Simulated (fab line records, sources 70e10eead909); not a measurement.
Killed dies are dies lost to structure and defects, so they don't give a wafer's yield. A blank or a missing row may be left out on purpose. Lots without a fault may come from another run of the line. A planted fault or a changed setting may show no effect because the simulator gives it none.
fab line records | flow nand_harc
record lots=6 wafers=18 last_day=32
route steps=1302 shown A_CONTACT@1054 END@1302
lots that met no fault: from a run of the same line without faults
start_h: hours from the record's first day to the start of the lot's first wafer shown | wait_h: hours since the lot's step before | " the same as in the row above | L1.1+2: a row that stands for several wafers | - no value, or no start given | * or withheld: withheld | < > ~ a bound
route shown NAME@n: a module of which the file shows steps, and the number in the route of the first | usual: mean/standard deviation of fault-free wafers | same: alike in all rows | chamber/n: place in a boat | sites: the reading at each site | _std_site: their standard deviation | _edge_site: outer sites' mean less inner sites' | radius_mm: how far each site lies from the wafer's centre | mask NAME#n: copy n | behind: the tool/chamber that last shaped the wafer | hold: why the lot was held/for how many hours/how that ended | device: the transistor (n, p or np) that didn't switch | end of line: the same wafers' tests at the end of the route | a step without rows: its recipe alone | killed: dies lost to structure and defects at the first sort, not the wafer's yield | map: a wafer's dies, x killed, . not, _ none there
set.NAME: the setting as run; set.NAME@STEP: as run at that earlier step | model.NAME: the simulator's own value behind a step, which no gauge read
lots at some steps of the route; a table a step, a row a wafer
services: from which hour (start_h, from the record's first day; less than 0 if before it) a tool's chamber was out of use, for how many hours, and why
## steps
# step NHARC_A_CONTACT_ETCH_131
# recipe source_w=withheld pressure_mtorr=20 bias_v=3000 time_s=197 target_depth_a=19180 ar_flow_sccm=withheld c4f8_flow_sccm=withheld o2_flow_sccm=withheld chemistry=C4F8/O2/Ar
# step NHARC_A_CONTACT_ETCH_132
# recipe source_w=withheld pressure_mtorr=20 bias_v=3000 time_s=197 target_depth_a=19240 ar_flow_sccm=withheld c4f8_flow_sccm=withheld o2_flow_sccm=withheld chemistry=C4F8/O2/Ar
# step NHARC_A_CONTACT_ETCH_133
# recipe source_w=withheld pressure_mtorr=20 bias_v=400 time_s=374 target_depth_a=16100 ar_flow_sccm=withheld c4f8_flow_sccm=11.5 o2_flow_sccm=7.2 chemistry=C4F8/O2/Ar
# columns lot.wafer tool chamber start_h wait_h rf_hours_counter_h
L839.1 har_cap_etch-01 0 526.34 0.2 4
L839.3 " 0 " " -
L839.6 " 0 " " -
L847.4 har_cap_etch-03 1 636.37 0.2 -
L847.3 " 0 " " -
L847.6 " 1 " " -
L849.2 har_cap_etch-02 0 647.38 0.2 116
L849.1 " 1 " " 116
L849.5 " 1 " " -
L853.2 har_cap_etch-01 0 680.78 0.2 33
L853.6 " 0 " " -
L853.5 " 1 " " -
L856.2 har_cap_etch-01 0 703.98 0.2 36
L856.1 " 1 " " 36
L856.5 " 0 " " -
L858.1 har_cap_etch-01 1 724.28 0.1 39
L858.2 " 0 " " 39
L858.5 " 0 " " -
# step NHARC_A_CONTACT_ETCH_91
# recipe target_depth_a=400 over_etch_frac=0.5 time_s=85.7 ion_energy_ev=120 ch3f_flow_sccm=50 o2_flow_sccm=30 ar_flow_sccm=200 rf_w=500 bias_w=100 chemistry=CH3F/O2
# step NHARC_A_CONTACT_ETCH_97
# recipe target_depth_a=200 over_etch_frac=0.5 time_s=10 ion_energy_ev=250 c4f6_flow_sccm=25 o2_flow_sccm=20 ar_flow_sccm=500 rf_w=600 bias_w=500 chemistry=C4F6/O2
# step NHARC_A_CONTACT_CD_MEAS_80
# usual cd_nm=289.8/0.69
# columns lot.wafer tool chamber start_h wait_h cd_nm
L839.1 cd_sem-02 - 527.27 - 290.4
L839.3 " - " " 290.5
L839.6 " - " " 290.5
L847.3 cd_sem-02 - 637.25 - 289.3
L847.4 " - " " 289.3
L847.6 " - " " 289.6
L849.1 cd_sem-03 - 648.51 - 290.1
L849.2 " - " " 290.5
L849.5 " - " " 290.2
L853.2 cd_sem-02 - 681.93 - 290.4
L853.5 " - " " 290.3
L853.6 " - " " 290.4
L856.1 cd_sem-01 - 705.15 - 288.4
L856.2 " - " " 288.5
L856.5 " - " " 288.2
L858.1 cd_sem-01 - 725.90 - 290.1
L858.2 " - " " 290.7
L858.5 " - " " 290.0
# step NHARC_A_CONTACT_STRIP_103
# recipe n2_flow_sccm=150 h2_flow_sccm=150 ar_flow_sccm=0 bias_w=0 chemistry=N2/H2
# step NHARC_A_CONTACT_STRIP_104
# recipe cf4_flow_sccm=100 chf3_flow_sccm=30 ar_flow_sccm=0 bias_w=0 chemistry=CF4/CHF3
# step NHARC_A_CONTACT_STRIP_105
# recipe o2_flow_sccm=400 cos_flow_sccm=20 ar_flow_sccm=0 bias_w=0 chemistry=O2/COS
# step NHARC_A_CONTACT_ETCH_106
# recipe target_depth_a=900 overetch_a=90 time_s=49.5 ion_energy_ev=100 cf4_flow_sccm=80 o2_flow_sccm=20 ar_flow_sccm=0 rf_w=300 bias_w=100 chemistry=CF4/O2
# usual bias_w=100.03/0.29 drypump_motor_current_A=5.6/0.42 oes_o_777_au=1.000/0.0045 oes_product_au=0.999/0.0078 rf_vpp_V=197.6/1.4 showerhead_plenum_p_Torr=1.32/0.06 throttle_valve_pct=13.397/0.0093
# columns lot.wafer tool chamber start_h wait_h bias_w drypump_motor_current_A oes_o_777_au oes_product_au rf_hours_counter_h rf_vpp_V showerhead_plenum_p_Torr throttle_valve_pct
L839.3 rie_diel-03 1 527.56 0.1 99.83 5.4 0.995 0.997 10 199.4 1.39 13.386
L839.1 " 3 " " 100.06 5.9 1.003 1.005 9 196.7 1.28 13.396
L839.6 " 1 " " 99.72 5.4 1.005 1.001 - 196.6 1.39 13.402
L847.3 rie_diel-05 1 637.76 0.1 99.81 5.4 1.007 0.995 9 195.2 1.27 13.391
L847.4 " 3 " " 100.52 5.3 1.001 0.982 12 196.9 1.31 13.387
L847.6 " 2 " " 100.09 5.1 0.991 0.995 - 196.5 1.28 13.415
L849.2 rie_diel-05 0 648.81 0.0 100.38 5.4 1.004 0.996 16 197.1 1.30 13.392
L849.1 " 1 " " 99.95 5.4 0.990 0.991 13 198.0 1.27 13.400
L849.5 " 1 " " 99.80 5.4 1.001 0.994 - 195.6 1.27 13.389
L853.2 rie_diel-03 0 682.23 0.1 100.22 5.3 1.001 1.006 7 200.1 1.44 13.400
L853.6 " 1 " " 99.84 5.4 0.998 1.006 - 199.4 1.39 13.401
L853.5 " 2 " " 100.10 6.3 1.001 1.000 - 197.7 1.34 13.394
L856.2 rie_diel-03 0 705.47 0.1 99.64 5.3 1.001 1.000 11 200.0 1.44 13.398
L856.1 " 2 " " 99.95 6.3 1.001 0.997 12 197.3 1.33 13.409
L856.5 " 0 " " 100.16 5.3 0.993 1.002 - 200.5 1.44 13.397
L858.2 rie_diel-13 2 726.19 0.1 99.87 5.2 1.003 1.005 8 196.9 1.28 13.389
L858.1 " 0 " " 99.92 6.4 1.000 0.987 7 196.7 1.27 13.378
L858.5 " 2 " " 100.29 5.2 1.000 1.003 - 198.0 1.28 13.391
# step NHARC_A_CONTACT_STRIP_82
# recipe o2_flow_sccm=500 ar_flow_sccm=0 bias_w=0 chemistry=O2
# usual drypump_motor_current_A=5.6/0.41 oes_product_au=1.000/0.0085 rf_vpp_V=57.7/0.9 showerhead_plenum_p_Torr=3.49/0.16 throttle_valve_pct=17.038/0.01
# same bias_w=0
# columns lot.wafer tool chamber start_h wait_h drypump_motor_current_A oes_product_au rf_hours_counter_h rf_vpp_V showerhead_plenum_p_Torr throttle_valve_pct
L839.1 rie_diel-03 2 - - 6.3 1.000 10 58.1 3.54 17.037
L839.3 " 3 " " 5.9 0.994 9 57.6 3.40 17.032
L839.6 " 1 " " 5.4 1.010 - 58.3 3.67 17.037
L847.4 rie_diel-05 2 - - 5.1 1.009 12 58.7 3.39 17.036
L847.3 " 1 " " 5.4 0.998 9 58.4 3.36 17.027
L847.6 " 2 " " 5.1 1.008 - 57.9 3.39 17.030
L849.2 rie_diel-05 0 - - 5.4 0.989 16 56.9 3.44 17.034
L849.1 " 1 " " 5.4 0.990 13 56.2 3.36 17.033
L849.5 " 1 " " 5.4 0.989 - 57.1 3.36 17.037
L853.2 rie_diel-03 3 - - 6.0 1.010 7 56.4 3.39 17.040
L853.5 " 2 " " 6.2 1.003 - 57.0 3.53 17.018
L853.6 " 3 " " 5.9 1.009 - 58.0 3.39 17.035
L856.2 rie_diel-03 3 - - 5.9 1.002 11 57.6 3.38 17.028
L856.1 " 0 " " 5.3 1.005 12 58.2 3.80 17.039
L856.5 " 2 " " 6.3 1.007 - 57.8 3.53 17.034
L858.1 rie_diel-13 0 - - 6.4 0.993 7 57.6 3.37 17.042
L858.2 " 1 " " 5.3 1.003 8 60.4 3.68 17.042
L858.5 " 0 " " 6.4 0.992 - 57.8 3.37 17.026
# step NHARC_A_CONTACT_STRIP_83
# recipe time_s=600 temp_c=30 chemistry=post_etch_residue_remover
# step NHARC_A_CONTACT_DEP_84
# recipe target_thk_a=28000 temp_c=400 material=aC
# usual susceptor_temp_C=400.10/0.2 throttle_valve_pct=35.000/0.0095
# columns lot.wafer tool chamber start_h wait_h susceptor_temp_C throttle_valve_pct
L839.1 acl_dep-01 0 528.22 - 399.78 35.012
L839.3 " 0 " " 400.14 35.004
L839.6 " 0 " " 400.14 35.015
L847.3 acl_dep-02 0 639.99 - 400.27 35.008
L847.4 " 0 " " 400.18 34.993
L847.6 " 0 " " 399.94 35.010
L849.1 acl_dep-02 0 652.94 - 399.73 35.013
L849.2 " 0 " " 399.96 35.008
L849.5 " 0 " " 399.92 35.024
L853.2 acl_dep-03 0 683.47 - 400.26 35.011
L853.5 " 0 " " 400.35 35.001
L853.6 " 0 " " 400.14 35.017
L856.1 acl_dep-02 0 709.65 - - 35.011
L856.2 " 0 " " - 34.993
L856.5 " 0 " " - 34.998
L858.1 acl_dep-03 0 726.85 - - 35.001
L858.2 " 0 " " - 34.990
L858.5 " 0 " " - 34.995
# step NHARC_A_CONTACT_DEP_85
# recipe target_thk_a=600 target_thk_nm=60 temp_c=400 pressure_torr=3.5 flow_sccm=200 rf_w=350 material=SiON
# usual heater_power_w=752/93 susceptor_temp_C=399.98/0.23
# columns lot.wafer tool chamber start_h wait_h heater_power_w susceptor_temp_C
L839.3 pecvd-03 2 529.99 0.9 738 399.83
L839.1 " 0 " " 724 399.81
L839.6 " 0 " " 721 399.69
L847.3 pecvd-02 1 641.20 0.9 894 399.76
L847.4 " 0 " " 684 400.17
L847.6 " 1 " " 712 399.66
L849.2 pecvd-01 0 654.71 1.2 697 400.31
L849.1 " 1 " " 678 400.14
L849.5 " 0 " " 712 400.17
L853.2 pecvd-03 1 684.98 1.2 754 400.34
L853.5 " 2 " " 723 400.10
L853.6 " 1 " " 749 400.26
L856.2 pecvd-01 1 711.40 1.2 688 399.86
L856.1 " 2 " " 904 400.19
L856.5 " 1 " " 657 399.94
L858.1 pecvd-01 0 728.64 1.5 708 400.26
L858.2 " 1 " " 663 400.31
L858.5 " 0 " " 684 399.97
# step NHARC_A_CONTACT_DEHYDRATE_00
# recipe temp_c=150 time_s=120
# step NHARC_A_CONTACT_HMDS_01
# recipe time_s=30
# step NHARC_A_CONTACT_COAT_86
# recipe temp_c=260 time_s=75
# step NHARC_A_CONTACT_COAT_87
# recipe temp_c=225 time_s=65
# step NHARC_A_CONTACT_COAT_02
# recipe spin_rpm=1500 resist_thk_nm=90
# step NHARC_A_CONTACT_SOFTBAKE_03
# recipe temp_c=105 time_s=55
# step NHARC_A_CONTACT_EBR_04
# step NHARC_A_CONTACT_EXPOSE_05
# recipe na=1.35 sigma_outer=0.8 dose_mj=84.24 mask_id=A_CC
# step NHARC_A_CONTACT_PEB_06
# recipe peb_temp_c=100 peb_time_s=65
# step NHARC_A_CONTACT_DEVELOP_07
# recipe develop_time_s=35 dev_temp_c=23
# step NHARC_A_CONTACT_CD_MEAS_08
# recipe target_cd_nm=200 landing_energy_ev=500
# usual cd_nm=200.0/0.41
# same landing_energy_ev=500
# columns lot.wafer tool chamber start_h wait_h cd_nm
L839.1 cd_sem-01 0 530.68 - 200.3
L839.3 " 0 " " 200.7
L839.6 " 0 " " 200.1
L847.3 cd_sem-01 0 641.77 - 200.2
L847.4 " 0 " " 199.5
L847.6 " 0 " " 199.7
L849.1 cd_sem-03 0 655.44 - 199.6
L849.2 " 0 " " 200.2
L849.5 " 0 " " 200.4
L853.2 cd_sem-03 0 685.65 - 200.0
L853.5 " 0 " " 200.2
L853.6 " 0 " " 199.8
L856.1 cd_sem-02 0 712.09 - 200.2
L856.2 " 0 " " 200.1
L856.5 " 0 " " 200.0
L858.1 cd_sem-02 0 729.33 - 200.5
L858.2 " 0 " " 200.0
L858.5 " 0 " " 200.2
# step NHARC_A_CONTACT_OVL_MEAS_09
# usual overlay_x_nm=-0.1/0.74 overlay_y_nm=-0.1/0.74
# columns lot.wafer tool chamber start_h wait_h overlay_x_nm overlay_y_nm
L839.1 overlay-01 - 530.77 - -0.1 -0.4
L839.3 " - " " 0.0 0.0
L839.6 " - " " 0.1 0.3
L847.3 overlay-02 - 641.85 - 0.1 -0.4
L847.4 " - " " 0.0 0.5
L847.6 " - " " -0.4 -0.1
L849.1 overlay-01 - 655.53 - 1.2 1.0
L849.2 " - " " 0.7 0.3
L849.5 " - " " 1.2 1.1
L853.2 overlay-01 - 685.73 - -0.1 0.2
L853.5 " - " " -0.2 0.5
L853.6 " - " " -0.2 0.3
L856.1 overlay-01 - 712.18 - -0.2 -0.4
L856.2 " - " " 0.1 -0.2
L856.5 " - " " -0.2 -1.1
L858.1 overlay-01 - 729.42 - -0.7 -0.9
L858.2 " - " " -0.3 -0.3
L858.5 " - " " -0.6 -0.6
# step NHARC_A_CONTACT_INSPECT_10
# usual raw_defect_count=82/46
# columns lot.wafer tool chamber start_h wait_h raw_defect_count
L839.1 defect_inspect-02 - 530.80 0.0 154
L839.3 " - " " 166
L839.6 " - " " 177
L847.3 defect_inspect-01 - 641.89 0.0 529
L847.4 " - " " 552
L847.6 " - " " 542
L849.1 defect_inspect-02 - 655.56 0.0 463
L849.2 " - " " 462
L849.5 " - " " 493
L853.2 defect_inspect-02 - 685.77 0.0 66
L853.5 " - " " 68
L853.6 " - " " 58
L856.1 defect_inspect-01 - 712.22 0.0 112
L856.2 " - " " 110
L856.5 " - " " 115
L858.1 defect_inspect-02 - 729.45 0.0 64
L858.2 " - " " 66
L858.5 " - " " 71
# step NHARC_A_CONTACT_DESCUM_13
# recipe time_s=3 o2_flow_sccm=200 ar_flow_sccm=0 bias_power_w=0 chemistry=O2
# usual drypump_motor_current_A=5.6/0.43 oes_product_au=1.001/0.008 rf_vpp_V=57.9/0.94 showerhead_plenum_p_Torr=1.90/0.091 throttle_valve_pct=11.311/0.009
# columns lot.wafer tool chamber start_h wait_h drypump_motor_current_A oes_product_au rf_hours_counter_h rf_vpp_V showerhead_plenum_p_Torr throttle_valve_pct
L839.3 rie_diel-03 0 530.88 0.1 5.3 1.000 9 57.5 1.77 11.306
L839.1 " 2 " " 6.3 1.009 11 58.0 1.92 11.305
L839.6 " 3 " " 5.9 1.004 - 55.4 1.84 11.308
L847.3 rie_diel-05 0 641.96 0.1 5.4 1.009 14 59.5 1.86 11.313
L847.4 " 1 " " 5.4 1.005 11 58.8 1.82 11.310
L847.6 " 3 " " 5.2 1.005 - 58.0 1.88 11.296
L849.2 rie_diel-03 1 655.63 0.1 5.4 1.015 3 58.3 1.99 11.308
L849.1 " 3 " " 5.9 1.011 3 57.4 1.83 11.330
L849.5 " 1 " " 5.4 1.000 - 58.1 1.99 11.333
L853.2 rie_diel-03 2 685.83 0.1 6.3 1.002 8 56.7 1.91 11.293
L853.6 " 2 " " 6.3 0.999 - 58.2 1.91 11.317
L853.5 " 3 " " 5.9 1.011 - 57.7 1.83 11.310
L856.1 rie_diel-13 1 712.29 0.1 5.3 0.999 2 57.1 2.00 11.310
L856.2 " 3 " " 5.2 0.990 2 58.2 1.80 11.310
L856.5 " 1 " " 5.3 1.002 - 57.4 2.00 11.303
L858.1 rie_diel-03 0 729.51 0.1 5.3 1.004 18 58.1 2.07 11.307
L858.2 " 1 " " 5.4 1.008 15 58.3 1.99 11.318
L858.5 " 1 " " 5.4 0.996 - 57.7 1.99 11.287
# step NHARC_END_SORT_01
# recipe temp_c=25
# usual killed_at_array=57/24 killed_at_other=0.7/0.94 killed_at_periphery=3.8/2.5 killed_dies=62/23 killed_open=3.1/1.8 killed_short=2.5/1.6
# same gross_dies=677
# columns lot.wafer tool chamber start_h wait_h killed_at_array killed_at_other killed_at_periphery killed_dies killed_open killed_short
L847.3 prober-01 0 696.15 3.1 113 1 4 118 5 0
L847.4 prober-01 0 696.96 3.4 95 1 3 99 2 1
L847.6 prober-01 0 698.58 4.0 118 0 1 119 5 4
L849.1 prober-01 0 704.55 2.5 62 0 2 64 3 2
L849.2 prober-01 0 705.35 2.8 68 0 5 73 2 5
L849.5 prober-01 0 707.75 3.7 72 1 2 75 2 1
# killed by level:class
L847.3 A_CONTACT:unspecified=38 A_CHANNEL_HOLE_D1:chamber_film_flake=34 A_CHANNEL_HOLE_D2:chamber_film_flake=25 A_CONTACT:chamber_film_flake=6 A_STAIRCASE:chamber_film_flake=3 A_CHANNEL_FILL_D2:geometric_particle:open=2 P_STI:chamber_film_flake=2 A_SLIT:chamber_film_flake=2
L847.4 A_CONTACT:unspecified=44 A_CHANNEL_HOLE_D1:chamber_film_flake=24 A_CHANNEL_HOLE_D2:chamber_film_flake=17 A_SLIT:chamber_film_flake=3 A_STAIRCASE:chamber_film_flake=2 A_CONTACT:chamber_film_flake=2 P_GATE:geometric_particle:open=1 A_CHANNEL_HOLE_D2:geometric_particle:short=1
L847.6 A_CONTACT:unspecified=44 A_CHANNEL_HOLE_D1:chamber_film_flake=36 A_CHANNEL_HOLE_D2:chamber_film_flake=19 A_CONTACT:chamber_film_flake=7 A_ONON_D1:geometric_particle:short=2 A_CHANNEL_FILL_D1:geometric_particle:open=2 A_CHANNEL_HOLE_D2:geometric_particle:short=1 A_CHANNEL_FILL_D2:geometric_particle:open=1
L849.1 A_CONTACT:unspecified=39 A_CHANNEL_HOLE_D1:chamber_film_flake=11 A_SLIT:chamber_film_flake=3 A_STAIRCASE:chamber_film_flake=2 A_CONTACT:chamber_film_flake=2 A_SOURCE_PLATE:geometric_particle:open=1 A_ONON_D1:geometric_particle:open=1 A_DECK1_JOINT:geometric_particle:short=1
L849.2 A_CONTACT:unspecified=40 A_CHANNEL_HOLE_D1:chamber_film_flake=11 P_GATE:chamber_film_flake=3 A_STAIRCASE:chamber_film_flake=3 A_SLIT:chamber_film_flake=3 A_CHANNEL_FILL_D1:geometric_particle:short=2 A_CHANNEL_FILL_D1:geometric_particle:open=2 P_M2:chamber_film_flake=2
L849.5 A_CONTACT:unspecified=42 A_CHANNEL_HOLE_D1:chamber_film_flake=14 A_SLIT:chamber_film_flake=4 A_CONTACT:chamber_film_flake=4 P_GATE:chamber_film_flake=2 A_WL_FILL:chamber_film_flake=2 A_SOURCE_PLATE:geometric_particle:open=1 A_DECK1_JOINT:geometric_particle:open=1
## services
# columns tool chamber start_h hours kind
rie_diel-13 - 520.02 9.0 pm
pecvd-02 2 523.95 18.8 repair
pecvd-03 - 547.00 13.0 pm
acl_dep-01 - 555.91 13.0 pm
rie_diel-03 2 570.50 5.3 repair
rie_diel-03 1 580.94 8.3 repair
rie_diel-05 - 583.60 9.0 pm
pecvd-02 - 589.44 13.0 pm
acl_dep-02 - 606.91 13.0 pm
rie_diel-03 - 635.43 9.0 pm
har_cap_etch-01 - 637.73 1.1 repair
acl_dep-02 - 642.03 0.8 repair
rie_diel-13 0 652.35 1.4 repair
pecvd-01 - 657.51 0.2 repair
acl_dep-03 - 662.48 13.0 pm
pecvd-01 - 673.30 13.0 pm
rie_diel-13 1 674.59 5.0 repair
rie_diel-05 2 678.13 1.2 repair
rie_diel-03 1 695.26 15.9 repair
rie_diel-13 - 697.02 9.0 pm
pecvd-01 - 701.63 0.7 repair
rie_diel-03 3 722.19 18.0 repair
pecvd-03 - 724.57 2.1 repair
pecvd-03 - 728.00 13.0 pm
## key
first_sign step=NHARC_A_CONTACT_INSPECT_10 reading=raw_defect_count direction=up sigmas=9.3 usual=82 struck=507
more_kills_born_at NHARC_A_CONTACT_DEP_84@acl_dep-02=247
met_at NHARC_A_CONTACT_DEP_84
struck_wafers L847.3,L847.4,L847.6,L849.1,L849.2,L849.5
tester_left_out L847,L849
also_fits NHARC_A_CONTACT_ETCH_106:rie_diel-05,NHARC_A_CONTACT_STRIP_82:rie_diel-05
fault kind=chamber_particle_source tool=acl_dep-02 chamber=- onset_h=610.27 steps=NHARC_A_CONTACT_DEP_84 rate_per_visit_cm2=0.70803 end_h=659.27
# tester_left_out: of these lots the tester's yield and bins aren't shown, on N5 and GAA mostly nor the transistor test; their killed dies are dies lost to structure and defects alone, not to doping, threshold or leakage, so they don't give the yield
